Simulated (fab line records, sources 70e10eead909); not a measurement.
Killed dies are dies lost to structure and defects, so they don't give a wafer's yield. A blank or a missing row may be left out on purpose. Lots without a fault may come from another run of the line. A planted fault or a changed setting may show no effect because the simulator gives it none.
Chamber matching | flow nand_harc | NHARC_A_WL_FILL_CMP_12 on cmp-01: 4 sister chambers
The step polishes, t overpolish 30 s, target thk 75 nm. 8 wafers are shown with their chamber, then 10 later ones without.

WAFERS WITH THEIR CHAMBER
wafer  | chamber | motor_current_A (A) | time_to_endpoint_s (s)
L080.6 | 1       | 15.0                | 13.5
L082.4 | 3       | 11.8                | 11.9
L082.5 | 2       | 12.7                | 14.4
L081.3 | 3       | 11.4                | 8.9
L081.4 | 2       | 13.3                | 14.2
L081.6 | 0       | 11.4                | 10.1
L089.1 | 0       | 11.4                | 14.9
L089.3 | 1       | 15.4                | 15.4

WAFERS WITHOUT THEIR CHAMBER
wafer  | motor_current_A (A) | time_to_endpoint_s (s)
L089.4 | 11.9                | 9.4
L090.3 | 11.8                | 9.0
L090.5 | 12.3                | 16.7
L090.6 | 12.1                | 12.5
L093.1 | 12.2                | 11.9
L093.3 | 11.5                | 13.4
L093.4 | 12.1                | 15.2
L095.1 | 12.7                | 16.7
L095.5 | 12.2                | 9.9
L095.6 | 11.3                | 12.8

WHICH CHAMBER EACH WENT THROUGH
wafer  | from the rows above          | in truth
L089.4 | can't be placed: 3 or 0      | 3
L090.3 | can't be placed: 3 or 0      | 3
L090.5 | can't be placed: 2 or 0 or 3 | 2
L090.6 | can't be placed: 3 or 0 or 2 | 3
L093.1 | can't be placed: 3 or 0 or 2 | 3
L093.3 | can't be placed: 0 or 3      | 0
L093.4 | can't be placed: 0 or 3 or 2 | 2
L095.1 | 2                            | 2
L095.5 | can't be placed: 3 or 0 or 2 | 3
L095.6 | can't be placed: 0 or 3      | 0
Placed correctly: 1 of 10. Can't be placed from these rows: 9 (the true chamber is among the candidates in 9). Placed wrongly: 0.
How it was worked out, from the rows above alone: a wafer's distance from a chamber is the root of the sum, over the readings, of the square of ((its reading less the chamber's mean) divided by the reading's scatter). The wafer belongs to the nearest chamber; if the next one is less than 2 further off, it can't be placed. A chamber's mean is the mean of its shown wafers. The scatter: the root of (the sum of the squares of (reading less its chamber's mean) over the shown wafers, divided by (wafers less chambers)).
